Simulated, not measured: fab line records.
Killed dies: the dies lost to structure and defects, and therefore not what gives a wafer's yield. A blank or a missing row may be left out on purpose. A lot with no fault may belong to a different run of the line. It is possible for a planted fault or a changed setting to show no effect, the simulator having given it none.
fab line records	flow n5_finfet
record: lots: 7	wafers: 21
route steps=1938 shown BEOL_M2@857 BEOL_M3@958 BEOL_M4@1028 BEOL_M5@1112 BEOL_M6@1200 BEOL_M7@1266
start_h: start of the lot's first displayed wafer, in hours after the record's first day	wait_h: hours from the lot's prior step to this one	" identical to the entry in the row above	L1.1+2: several wafers, shown together as one row	- no value present, or no start provided	* or withheld: withheld	< > ~ a bound
route shown NAME@n: NAME is a module with steps in the file, n the number in the route of the first one	usual: mean/standard deviation of fault-free wafers	same: alike in all rows	chamber/n: place in a boat	sites: per-site readings	_std_site: standard deviation across them	_edge_site: inner sites' mean taken away from outer sites' mean	radius_mm: how far each site lies from the wafer's centre	mask NAME#n: copy n	behind: the tool/chamber that last shaped the wafer	hold: why the lot was held/for how many hours/how that ended	device: the transistor (n, p or np) that didn't switch	end of line: the route-end tests of the same wafers	a step with no rows: only its recipe	killed: dies lost to structure and defects at the first sort, not the wafer's yield	map: shows each die of a wafer: x if killed, . if not, _ if none is there
set.NAME: the run value of the setting; set.NAME@STEP: its run value at that earlier step	model.NAME: the simulator's own value behind a step, which no gauge read
lots whose settings were changed on purpose; a table a step, a row a wafer
== steps ==
step: N5_BEOL_M2_DESCUM_16
recipe: chemistry: O2	time_s: 7	source_power_w: 50	bias_power_w: 20	pressure_mtorr: 20	rf_frequency_hz: 2.712e+07	temp_c: 40	resist: CAR-EUV	o2_flow_sccm: 225
lot.wafer	tool	chamber	start_h	wait_h	set.time_s	model.CAR-EUV_of_BEOL_M2_COAT_05.thk_nm
L078.1	rie_diel-06	1	157.47	0.1	7	25.8
L078.3+5	"	3	"	"	7	26
L077.1	rie_diel-03	2	161.73	0.1	7	26.2
L077.3+6	"	3	"	"	5.647	26.8
L079.1+4+5	rie_diel-03	2,0,1	162.57	0.0	7	26
L088.1	rie_diel-03	2	242.09	0.0	7.675	25.8
L088.2	"	3	"	"	7	26.2
L088.5	"	2	"	"	7	26
L089.3	rie_diel-02	0	249.75	0.1	7	26.2
L089.4+5	"	3,2	"	"	7	26
L090.1+6	rie_diel-06	0,3	252.20	0.0	6.069	26.6
L090.5	"	2	"	"	7	26.2
L097.3	rie_diel-06	0	279.66	0.0	8.388	25.4
L097.4+5	"	2,0	"	"	7	26.2
step: N5_BEOL_M2_ETCH_74
recipe: chemistry: N2/H2	target: underlayer	target_depth_a: 65	mask_material: CAR-EUV	time_s: 5.2	ion_energy_ev: 200	pressure_mtorr: 30	source_w: 840	bias_w: 150	n2_flow_sccm: 200	h2_flow_sccm: 200	ends: cleared
usual: etch_rf_on_time_s: 5.18/0.15	rf_vpp_V: 524/3
lot.wafer	tool	chamber	start_h	wait_h	set.source_w	etch_rf_on_time_s	rf_vpp_V
L078.1	rie_diel-06	1	157.50	0.0	840	5.01	526
L078.3	"	3	"	"	840	5.27	529
L078.5	"	3	"	"	840	5.28	527
L077.1	rie_diel-03	2	161.76	0.0	696.1	6.18	553
L077.3	"	3	"	"	840	5.29	516
L077.6	"	3	"	"	696.1	6.15	554
L079.1	rie_diel-03	2	162.60	0.0	706.1	6.14	554
L079.4	"	0	"	"	840	5.30	520
L079.5	"	1	"	"	840	5.05	525
L088.1	rie_diel-03	2	242.12	0.0	883	5.15	511
L088.2	"	3	"	"	840	5.23	518
L088.5	"	2	"	"	840	5.42	520
L089.3	rie_diel-02	0	249.78	0.0	840	5.04	525
L089.4	"	3	"	"	840	5.26	522
L089.5	"	2	"	"	840	4.97	522
L090.1	rie_diel-06	0	252.23	0.0	840	5.18	525
L090.5	"	2	"	"	840	5.27	528
L090.6	"	3	"	"	840	5.31	526
L097.3	rie_diel-06	0	279.69	0.0	840	5.21	525
L097.4	"	2	"	"	951.2	4.76	503
L097.5	"	0	"	"	951.2	4.70	503
step: N5_BEOL_M3_COAT_68
recipe: resist: SiARC	temp_c: 220	time_s: 60	spin_rpm: 1500	resist_thk_nm: 12
lot.wafer	tool	chamber	start_h	wait_h	set.spin_rpm	model.SiARC_of_BEOL_M3_COAT_68.thk_nm
L078.1+3+5	litho_track-03	0	-	-	1500	12
L077.1	litho_track-01	0	-	-	1390	12.6
L077.3+6	"	0	"	"	1500	12
L079.1+4+5	litho_track-04	0	-	-	1413	12.4
L088.1+2	litho_track-01	0	-	-	1500	12
L088.5	"	0	"	"	1380	12.6
L089.3+5	litho_track-03	0	-	-	1454	12.2
L089.4	"	0	"	"	1500	12
L090.1+6	litho_track-01	0	-	-	1549	11.8
L090.5	"	0	"	"	1500	12
L097.3+4+5	litho_track-04	0	-	-	1500	12
step: N5_BEOL_M3_COAT_22
recipe: resist: CAR-EUV	spin_rpm: 1500	resist_thk_nm: 30
lot.wafer	tool	chamber	start_h	wait_h	set.spin_rpm	model.CAR-EUV_of_BEOL_M3_COAT_22.thk_nm
L078.1+3+5	litho_track-03	0	-	-	1500	30
L077.1	litho_track-01	0	-	-	1402	31.2
L077.3	"	0	"	"	1500	30
L077.6	"	0	"	"	1402	31
L079.1	litho_track-04	0	-	-	1500	30
L079.4+5	"	0	"	"	1401	31.2
L088.1+2+5	litho_track-01	0	-	-	1500	30
L089.3	litho_track-03	0	-	-	1500	30
L089.4+5	"	0	"	"	1500	30.2
L090.1	litho_track-01	0	-	-	1500	30
L090.5+6	"	0	"	"	1659	28.6
L097.3	litho_track-04	0	-	-	1576	29.4
L097.4	"	0	"	"	1500	30
L097.5	"	0	"	"	1576	29.2
step: N5_BEOL_M3_EBR_24
recipe: solvent: PGMEA	ebr_width_mm: 1.5
step: N5_BEOL_M3_SOFTBAKE_23
recipe: temp_c: 110	time_s: 60	resist: CAR-EUV
step: N5_BEOL_M3_EXPOSE_25
recipe: mask_id: V2	na: 0.33	source_shape: quasar	sigma_inner: 0.2	sigma_outer: 0.8	polarization: unpolarized	defocus_nm: 5	dose_mj: 63
step: N5_BEOL_M3_PEB_26
recipe: peb_temp_c: 100	peb_time_s: 60	resist: CAR-EUV
step: N5_BEOL_M3_DEVELOP_27
recipe: develop_time_s: 30	developer: TMAH	resist: CAR-EUV	rinse_liquid: surfactant_rinse	dry: air_spin	dev_temp_c: 23
lot.wafer	tool	chamber	start_h	wait_h	set.spin_rpm@BEOL_M3_COAT_22	model.CAR-EUV_of_BEOL_M3_COAT_22.thk_nm
L078.1+3+5	litho_track-03	0	-	-	1500	29.6
L077.1+6	litho_track-01	0	-	-	1402	30.6
L077.3	"	0	"	"	1500	29.6
L079.1	litho_track-04	0	-	-	1500	29.6
L079.4	"	0	"	"	1401	30.8
L079.5	"	0	"	"	1401	30.6
L088.1+5	litho_track-04	0	-	-	1500	29.6
L088.2	"	0	"	"	1500	29.4
L089.3+4+5	litho_track-04	0	-	-	1500	29.6
L090.1	litho_track-04	0	-	-	1500	29.6
L090.5+6	"	0	"	"	1659	28.2
L097.3	litho_track-04	0	-	-	1576	29
L097.4	"	0	"	"	1500	29.6
L097.5	"	0	"	"	1576	28.8
step: N5_BEOL_M3_DESCUM_33
recipe: chemistry: O2	time_s: 7	source_power_w: 50	bias_power_w: 20	pressure_mtorr: 20	rf_frequency_hz: 2.712e+07	temp_c: 40	resist: CAR-EUV	o2_flow_sccm: 225
lot.wafer	tool	chamber	start_h	wait_h	set.spin_rpm@BEOL_M3_COAT_22	model.CAR-EUV_of_BEOL_M3_COAT_22.thk_nm
L078.1+3	rie_diel-04	3,1	176.36	0.0	1500	26
L078.5	"	0	"	"	1500	26.2
L077.1+6	rie_diel-05	3	179.29	0.0	1402	27.2
L077.3	"	0	"	"	1500	26.2
L079.1	rie_diel-01	2	188.61	0.0	1500	26
L079.4+5	"	1,0	"	"	1401	27.2
L088.1	rie_diel-01	3	262.40	0.9	1500	26.2
L088.2+5	"	1	"	"	1500	26
L089.3+4+5	rie_diel-04	2,0,2	263.51	0.0	1500	26.2
L090.1	rie_diel-04	1	264.64	0.0	1500	26.2
L090.5+6	"	0,1	"	"	1659	24.6
L097.3	rie_diel-05	3	306.78	0.0	1576	25.4
L097.4	"	1	"	"	1500	26
L097.5	"	2	"	"	1576	25.2
step: N5_BEOL_M3_ETCH_77
recipe: chemistry: N2/H2	target: underlayer	target_depth_a: 65	mask_material: CAR-EUV	time_s: 5.2	ion_energy_ev: 200	pressure_mtorr: 30	source_w: 840	bias_w: 150	n2_flow_sccm: 200	h2_flow_sccm: 200	ends: cleared
step: N5_BEOL_M3_ETCH_69
recipe: chemistry: CF4	target: SiARC	target_depth_a: 156	mask_material: CAR-EUV	time_s: 26	ion_energy_ev: 80	pressure_mtorr: 40	source_w: 545	bias_w: 36	Ar_flow_sccm: 100	cf4_flow_sccm: 100	ends: cleared
lot.wafer	tool	chamber	start_h	wait_h	set.spin_rpm@BEOL_M3_COAT_68	model.etch.depth_nm
L078.1	rie_diel-04	3	176.41	0.0	1500	11.93
L078.3	"	1	"	"	1500	11.95
L078.5	"	0	"	"	1500	11.96
L077.1	rie_diel-05	3	179.35	0.0	1390	12.52
L077.3	"	0	"	"	1500	12.01
L077.6	"	3	"	"	1500	12.05
L079.1	rie_diel-01	2	188.67	0.0	1413	12.41
L079.4	"	1	"	"	1413	12.42
L079.5	"	0	"	"	1413	12.36
L088.1	rie_diel-01	3	262.46	0.0	1500	12.05
L088.2	"	1	"	"	1500	12.06
L088.5	"	1	"	"	1380	12.6
L089.3	rie_diel-04	2	263.56	0.0	1454	12.17
L089.4	"	0	"	"	1500	12
L089.5	"	2	"	"	1454	12.2
L090.1	rie_diel-04	1	264.69	0.0	1549	11.83
L090.5	"	0	"	"	1500	12.01
L090.6	"	1	"	"	1549	11.8
L097.3	rie_diel-05	3	306.83	0.0	1500	12
L097.4	"	1	"	"	1500	11.99
L097.5	"	2	"	"	1500	11.98
step: N5_BEOL_M4_COAT_05
recipe: resist: CAR-EUV	spin_rpm: 1500	resist_thk_nm: 30
lot.wafer	tool	chamber	start_h	wait_h	set.spin_rpm	model.CAR-EUV_of_BEOL_M4_COAT_05.thk_nm
L078.1+3+5	litho_track-02	0	-	-	1500	29.8
L077.1	litho_track-01	0	-	-	1448	30.8
L077.3+6	"	0	"	"	1500	30.2
L079.1+4	litho_track-05	0	-	-	1500	30
L079.5	"	0	"	"	1384	31.2
L088.1	litho_track-05	0	-	-	1500	30.2
L088.2+5	"	0	"	"	1557	29.6
L089.3+4+5	litho_track-05	0	-	-	1500	30.2
L090.1	litho_track-01	0	-	-	1378	31.6
L090.5+6	"	0	"	"	1500	30.2
L097.3	litho_track-02	0	-	-	1615	28.8
L097.4+5	"	0	"	"	1500	29.8
step: N5_BEOL_M4_ETCH_64
recipe: chemistry: N2/H2	target: SOC	target_depth_a: 750	overetch_a: 225	mask_material: SiARC	temp_c: 40	time_s: 121.9	ion_energy_ev: 200	pressure_mtorr: 30	source_w: 840	bias_w: 150	n2_flow_sccm: 200	h2_flow_sccm: 200
usual: rf_vpp_V: 524.7/2.7
lot.wafer	tool	chamber	start_h	wait_h	set.bias_w	rf_vpp_V	model.SiARC_of_BEOL_M4_COAT_62.thk_nm
L078.1	rie_diel-02	2	197.97	0.0	150	522.4	6.2
L078.3	"	0	"	"	150	527.0	6
L078.5	"	0	"	"	150	528.5	6
L077.1	rie_diel-02	2	203.21	0.0	150	522.4	6.2
L077.3	"	1	"	"	150	523.4	6.6
L077.6	"	1	"	"	171.6	568.4	5.6
L079.1	rie_diel-06	3	214.01	0.0	168.4	566.2	5.8
L079.4	"	0	"	"	150	524.9	6.2
L079.5	"	2	"	"	168.4	566.2	5.6
L088.1	rie_diel-03	1	282.31	0.0	150	525.5	6.2
L088.2	"	3	"	"	150	528.5	6.2
L088.5	"	3	"	"	150	528.4	6.2
L089.3	rie_diel-06	2	283.60	0.0	126	472.7	7.6
L089.4	"	0	"	"	150	525.8	6.4
L089.5	"	1	"	"	126	469.2	7.6
L090.1	rie_diel-06	1	291.48	0.0	150	526.0	6.4
L090.5	"	3	"	"	139.7	501.7	7
L090.6	"	1	"	"	150	524.7	6.4
L097.3	rie_diel-03	1	346.08	0.0	150	525.1	6.2
L097.4	"	1	"	"	150	525.8	6
L097.5	"	0	"	"	150	522.2	6
step: N5_BEOL_M5_ILD_DEP_00
recipe: material: SiCOH_lowk	target_thk_a: 1406.4	temp_c: 300	precursor: DEMS/porogen	pressure_torr: 5	rf_w: 500	time_s: 25.9
lot.wafer	tool	chamber	start_h	wait_h	set.time_s	model.SiCOH_lowk_of_BEOL_M5_ILD_DEP_00.thk_nm
L078.1+3	pecvd-02	1,0	219.94	0.8	25.9	139.8
L078.5	"	2	"	"	25.9	142.2
L077.1	pecvd-02	2	227.08	0.8	29.67	160.6
L077.3	"	0	"	"	29.67	156.8
L077.6	"	0	"	"	25.9	141
L079.1	pecvd-02	1	233.15	0.8	25.9	141.4
L079.4	"	2	"	"	25.9	143.2
L079.5	"	1	"	"	27.11	150.4
L088.1	pecvd-04	1	301.23	0.8	22.54	118.8
L088.2	"	2	"	"	25.9	139.4
L088.5	"	0	"	"	22.54	122.4
L089.3	pecvd-02	2	307.07	0.5	25.9	139.6
L089.4	"	2	"	"	25.9	143.2
L089.5	"	1	"	"	24.17	134.6
L090.1	pecvd-02	1	310.91	0.8	29.47	159.8
L090.5	"	1	"	"	25.9	141.8
L090.6	"	0	"	"	25.9	141.6
L097.3	pecvd-02	1	382.08	0.5	25.9	144.4
L097.4	"	2	"	"	24.84	136.6
L097.5	"	2	"	"	24.84	135.8
step: N5_BEOL_M5_CURE_79
recipe: temp_c: 385	time_s: 240	ambient: He/Ar	material: SiCOH_lowk
lot.wafer	tool	chamber	start_h	wait_h	set.time_s@BEOL_M5_ILD_DEP_00	model.SiCOH_lowk_of_BEOL_M5_ILD_DEP_00.thk_nm
L078.1	uv_cure-03	0	220.00	0.0	25.9	120.4
L078.3	"	0	"	"	25.9	120.2
L078.5	"	0	"	"	25.9	122.4
L077.1	uv_cure-01	0	227.14	0.0	29.67	138.2
L077.3	"	0	"	"	29.67	135
L077.6	"	0	"	"	25.9	121.2
L079.1	uv_cure-01	0	233.56	0.4	25.9	121.6
L079.4	"	0	"	"	25.9	123.2
L079.5	"	0	"	"	27.11	129.4
L088.1	uv_cure-03	0	301.29	0.0	22.54	102.2
L088.2	"	0	"	"	25.9	120
L088.5	"	0	"	"	22.54	105.2
L089.3	uv_cure-01	2	307.29	0.2	25.9	120
L089.4	"	2	"	"	25.9	123.2
L089.5	"	2	"	"	24.17	115.8
L090.1	uv_cure-03	0	310.97	0.0	29.47	137.6
L090.5	"	0	"	"	25.9	122
L090.6	"	0	"	"	25.9	121.8
L097.3	uv_cure-02	2	382.30	0.2	25.9	124.4
L097.4	"	2	"	"	24.84	117.6
L097.5	"	2	"	"	24.84	116.8
step: N5_BEOL_M5_THK_MEAS_01
recipe: reads: SiCOH_lowk_of_BEOL_M5_ILD_DEP_00
usual: M5_ILD_THK: 120.9/1.6
lot.wafer	tool	chamber	start_h	wait_h	set.time_s@BEOL_M5_ILD_DEP_00	M5_ILD_THK[nm]
L078.1	film_metro-01	-	220.53	0.4	25.9	120.2
L078.3	"	-	"	"	25.9	120.3
L078.5	"	-	"	"	25.9	122.3
L077.1	film_metro-02	-	227.65	0.4	29.67	138.3
L077.3	"	-	"	"	29.67	135.1
L077.6	"	-	"	"	25.9	121.3
L079.1	film_metro-02	-	234.07	0.4	25.9	121.6
L079.4	"	-	"	"	25.9	123.1
L079.5	"	-	"	"	27.11	129.4
L088.1	film_metro-02	-	301.81	0.4	22.54	102.1
L088.2	"	-	"	"	25.9	120.1
L088.5	"	-	"	"	22.54	105.2
L089.3	film_metro-02	-	307.64	0.3	25.9	120.0
L089.4	"	-	"	"	25.9	123.3
L089.5	"	-	"	"	24.17	115.7
L090.1	film_metro-02	-	311.48	0.4	29.47	137.6
L090.5	"	-	"	"	25.9	122.0
L090.6	"	-	"	"	25.9	121.9
L097.3	film_metro-01	-	382.65	0.3	25.9	124.3
L097.4	"	-	"	"	24.84	117.6
L097.5	"	-	"	"	24.84	116.8
step: N5_BEOL_M5_HM_DEP_02
recipe: material: TiN	target_thk_a: 200	temp_c: 25	chamber_pressure_pa: 0.49996
lot.wafer	tool	chamber	start_h	wait_h	set.target_thk_a	model.TiN_of_BEOL_M5_HM_DEP_02.thk_nm
L078.1	pvd_sputter-03	-	221.07	0.5	200	20
L078.3	"	-	"	"	200	19.8
L078.5	"	-	"	"	200	19.6
L077.1+3+6	pvd_sputter-01	-	231.00	3.3	224.8	22.4
L079.1	pvd_sputter-03	-	235.20	1.1	200	20.2
L079.4+5	"	-	"	"	200	20.4
L088.1+5	pvd_sputter-03	-	304.06	2.2	222.4	21.8
L088.2	"	-	"	"	200	20
L089.3	pvd_sputter-03	-	308.00	0.3	200	20
L089.4	"	-	"	"	182.6	18.2
L089.5	"	-	"	"	182.6	18.4
L090.1+6	pvd_sputter-03	-	312.14	0.6	213.6	21.2
L090.5	"	-	"	"	200	19.8
L097.3+4	pvd_sputter-03	-	383.62	0.9	200	19.8
L097.5	"	-	"	"	200	20
step: N5_BEOL_M5_COAT_59
recipe: resist: SOC	temp_c: 250	time_s: 60	spin_rpm: 1500	resist_thk_nm: 60
step: N5_BEOL_M5_COAT_60
recipe: resist: SiARC	temp_c: 220	time_s: 60	spin_rpm: 1500	resist_thk_nm: 12
step: N5_BEOL_M5_STRIP_73
recipe: chemistry: N2/H2	temp_c: 40	n2_flow_sccm: 200	h2_flow_sccm: 200	rf_frequency_hz: 6e+07
step: N5_BEOL_M5_STRIP_64
recipe: chemistry: CF4	resist: SiARC	power_w: 300	bias_power_w: 75	pressure_mtorr: 50	cf4_flow_sccm: 150	rf_frequency_hz: 6e+07
step: N5_BEOL_M5_HM_OPEN_17
recipe: chemistry: Cl2/BCl3	target_depth_a: 200	overetch_a: 60	target: TiN	mask_material: SOC	ion_energy_ev: 150	pressure_mtorr: 10	icp_w: 1000	bias_w: 126	Cl2_flow_sccm: 53.25	bcl3_flow_sccm: 21.75	Ar_flow_sccm: 25
lot.wafer	tool	chamber	start_h	wait_h	set.target_thk_a@BEOL_M5_HM_DEP_02	model.etch.depth_nm
L078.1	rie_metal-02	1	221.95	0.0	200	19.97
L078.3	"	1	"	"	200	19.81
L078.5	"	1	"	"	200	19.67
L077.1	rie_metal-03	1	231.76	0.0	224.8	22.3
L077.3	"	1	"	"	224.8	22.37
L077.6	"	0	"	"	224.8	22.49
L079.1	rie_metal-02	1	236.08	0.0	200	20.24
L079.4	"	1	"	"	200	20.38
L079.5	"	1	"	"	200	20.35
L088.1	rie_metal-03	1	304.87	0.0	222.4	21.85
L088.2	"	0	"	"	200	19.92
L088.5	"	1	"	"	222.4	21.73
L089.3	rie_metal-02	0	308.92	0.1	200	19.99
L089.4	"	1	"	"	182.6	18.28
L089.5	"	0	"	"	182.6	18.43
L090.1	rie_metal-03	0	313.23	0.0	213.6	21.18
L090.5	"	0	"	"	200	19.82
L090.6	"	0	"	"	213.6	21.13
L097.3	rie_metal-01	0	384.54	0.1	200	19.72
L097.4	"	1	"	"	200	19.88
L097.5	"	1	"	"	200	20.05
step: N5_BEOL_M6_COAT_60
recipe: resist: SiARC	temp_c: 220	time_s: 60	spin_rpm: 1500	resist_thk_nm: 35
lot.wafer	tool	chamber	start_h	wait_h	set.spin_rpm	model.SiARC_of_BEOL_M6_COAT_60.thk_nm
L078.1+3+5	litho_track-05	0	-	-	1500	35.2
L077.1	litho_track-05	0	-	-	1548	34.6
L077.3	"	0	"	"	1500	35
L077.6	"	0	"	"	1500	35.2
L079.1+4+5	litho_track-05	0	-	-	1500	35
L088.1+5	litho_track-03	0	-	-	1500	34.8
L088.2	"	0	"	"	1500	35
L089.3+5	litho_track-01	0	-	-	1500	35
L089.4	"	0	"	"	1500	34.8
L090.1	litho_track-05	0	-	-	1448	35.8
L090.5	"	0	"	"	1500	35.2
L090.6	"	0	"	"	1500	35
L097.3+4	litho_track-05	0	-	-	1570	34.4
L097.5	"	0	"	"	1500	35.2
step: N5_BEOL_M6_COAT_05
recipe: resist: CAR-ArF	spin_rpm: 1500	resist_thk_nm: 90
step: N5_BEOL_M6_EBR_07
recipe: solvent: PGMEA	ebr_width_mm: 1.5
step: N5_BEOL_M6_DESCUM_16
recipe: chemistry: O2	time_s: 7.9	source_power_w: 50	bias_power_w: 20	pressure_mtorr: 20	rf_frequency_hz: 2.712e+07	temp_c: 40	resist: CAR-ArF	o2_flow_sccm: 225
step: N5_BEOL_M6_ETCH_61
recipe: chemistry: CF4	target: SiARC	target_depth_a: 455	mask_material: CAR-ArF	time_s: 75.8	ion_energy_ev: 80	pressure_mtorr: 40	source_w: 545	bias_w: 36	Ar_flow_sccm: 100	cf4_flow_sccm: 100	ends: cleared
lot.wafer	tool	chamber	start_h	wait_h	set.spin_rpm@BEOL_M6_COAT_60	model.etch.depth_nm
L078.1+3	rie_diel-02	3,0	232.04	0.0	1500	35.24
L078.5	"	1	"	"	1500	35.23
L077.1	rie_diel-03	1	245.19	0.0	1548	34.66
L077.3	"	0	"	"	1500	35.06
L077.6	"	2	"	"	1500	35.23
L079.1	rie_diel-02	2	249.52	0.0	1500	35.07
L079.4	"	1	"	"	1500	34.91
L079.5	"	3	"	"	1500	35.08
L088.1	rie_diel-02	0	317.38	0.0	1500	34.84
L088.2	"	2	"	"	1500	35.01
L088.5	"	3	"	"	1500	34.85
L089.3	rie_diel-06	3	325.03	0.0	1500	34.98
L089.4	"	0	"	"	1500	34.89
L089.5	"	3	"	"	1500	34.99
L090.1	rie_diel-03	2	330.74	0.0	1448	35.77
L090.5	"	3	"	"	1500	35.12
L090.6	"	0	"	"	1500	35.04
L097.3	rie_diel-06	1	396.56	0.0	1570	34.32
L097.4	"	2	"	"	1570	34.3
L097.5	"	3	"	"	1500	35.17
step: N5_BEOL_M7_PECVD_70
recipe: material: SiO2	target_thk_a: 200	temp_c: 400	precursor: TEOS/O2	pressure_torr: 5.5	rf_w: 450	teos_flow_sccm: 53.8	gas: O2	flow_sccm: 3000	time_s: 22.7
lot.wafer	tool	chamber	start_h	wait_h	set.temp_c	model.SiO2_of_BEOL_M7_PECVD_70.thk_nm
L078.1+3	pecvd-04	1,0	242.03	0.0	400	19.8
L078.5	"	2	"	"	400	20.4
L077.1+6	pecvd-01	0	253.27	0.0	400	20.2
L077.3	"	1	"	"	385.7	21.6
L079.1	pecvd-04	0	256.50	0.0	400	20
L079.4	"	0	"	"	395	21
L079.5	"	2	"	"	395	21.2
L088.1	pecvd-03	1	327.97	0.0	408.9	18.8
L088.2	"	2	"	"	408.9	18.6
L088.5	"	1	"	"	400	20.4
L089.3	pecvd-03	1	330.28	0.0	400	19.8
L089.4	"	0	"	"	400	19.4
L089.5	"	1	"	"	400	20
L090.1	pecvd-01	1	338.61	0.0	400	19.6
L090.5	"	2	"	"	393.5	21.2
L090.6	"	1	"	"	400	20.2
L097.3	pecvd-01	1	401.99	0.0	391.5	20.8
L097.4	"	2	"	"	391.5	21.4
L097.5	"	0	"	"	400	20.4
== key ==
split: step: N5_BEOL_M2_DESCUM_16	setting: time_s	stated: 7	by: wafer
response: step: N5_BEOL_M2_DESCUM_16	reading: model.CAR-EUV_of_BEOL_M2_COAT_05.thk_nm	change: -0.0344	per: 1%	r: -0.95
split: step: N5_BEOL_M2_ETCH_74	setting: source_w	stated: 840	by: wafer
response: step: N5_BEOL_M2_ETCH_74	reading: etch_rf_on_time_s	change: *	per: 1%	r: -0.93
response: step: N5_BEOL_M2_ETCH_74	reading: rf_vpp_V	change: -1.96	per: 1%	r: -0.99
split: step: N5_BEOL_M3_COAT_68	setting: spin_rpm	stated: 1500	by: wafer
response: step: N5_BEOL_M3_COAT_68	reading: model.SiARC_of_BEOL_M3_COAT_68.thk_nm	change: -0.0759	per: 1%	r: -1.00
response: step: N5_BEOL_M3_ETCH_69	reading: model.etch.depth_nm	change: -0.0665	per: 1%	r: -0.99
split: step: N5_BEOL_M3_COAT_22	setting: spin_rpm	stated: 1500	by: wafer
response: step: N5_BEOL_M3_COAT_22	reading: model.CAR-EUV_of_BEOL_M3_COAT_22.thk_nm	change: -0.149	per: 1%	r: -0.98
response: step: N5_BEOL_M3_DEVELOP_27	reading: model.CAR-EUV_of_BEOL_M3_COAT_22.thk_nm	change: -0.143	per: 1%	r: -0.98
response: step: N5_BEOL_M3_DESCUM_33	reading: model.CAR-EUV_of_BEOL_M3_COAT_22.thk_nm	change: -0.156	per: 1%	r: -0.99
split: step: N5_BEOL_M4_COAT_05	setting: spin_rpm	stated: 1500	by: wafer
response: step: N5_BEOL_M4_COAT_05	reading: model.CAR-EUV_of_BEOL_M4_COAT_05.thk_nm	change: -0.155	per: 1%	r: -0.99
split: step: N5_BEOL_M4_ETCH_64	setting: bias_w	stated: 150	by: wafer
response: step: N5_BEOL_M4_ETCH_64	reading: rf_vpp_V	change: +3.33	per: 1%	r: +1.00
response: step: N5_BEOL_M4_ETCH_64	reading: model.SiARC_of_BEOL_M4_COAT_62.thk_nm	change: -0.062	per: 1%	r: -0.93
split: step: N5_BEOL_M5_ILD_DEP_00	setting: time_s	stated: 25.9	by: wafer
response: step: N5_BEOL_M5_ILD_DEP_00	reading: model.SiCOH_lowk_of_BEOL_M5_ILD_DEP_00.thk_nm	change: +1.33	per: 1%	r: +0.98
response: step: N5_BEOL_M5_CURE_79	reading: model.SiCOH_lowk_of_BEOL_M5_ILD_DEP_00.thk_nm	change: +1.15	per: 1%	r: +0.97
response: step: N5_BEOL_M5_THK_MEAS_01	reading: M5_ILD_THK	change: +1.16	per: 1%	r: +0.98
split: step: N5_BEOL_M5_HM_DEP_02	setting: target_thk_a	stated: 200	by: wafer
response: step: N5_BEOL_M5_HM_DEP_02	reading: model.TiN_of_BEOL_M5_HM_DEP_02.thk_nm	change: +0.18	per: 1%	r: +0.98
response: step: N5_BEOL_M5_HM_OPEN_17	reading: model.etch.depth_nm	change: +0.179	per: 1%	r: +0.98
split: step: N5_BEOL_M6_COAT_60	setting: spin_rpm	stated: 1500	by: wafer
response: step: N5_BEOL_M6_COAT_60	reading: model.SiARC_of_BEOL_M6_COAT_60.thk_nm	change: -0.176	per: 1%	r: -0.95
response: step: N5_BEOL_M6_ETCH_61	reading: model.etch.depth_nm	change: -0.181	per: 1%	r: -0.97
split: step: N5_BEOL_M7_PECVD_70	setting: temp_c	stated: 400	by: wafer
response: step: N5_BEOL_M7_PECVD_70	reading: model.SiO2_of_BEOL_M7_PECVD_70.thk_nm	change: -0.52	per: 1%	r: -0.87
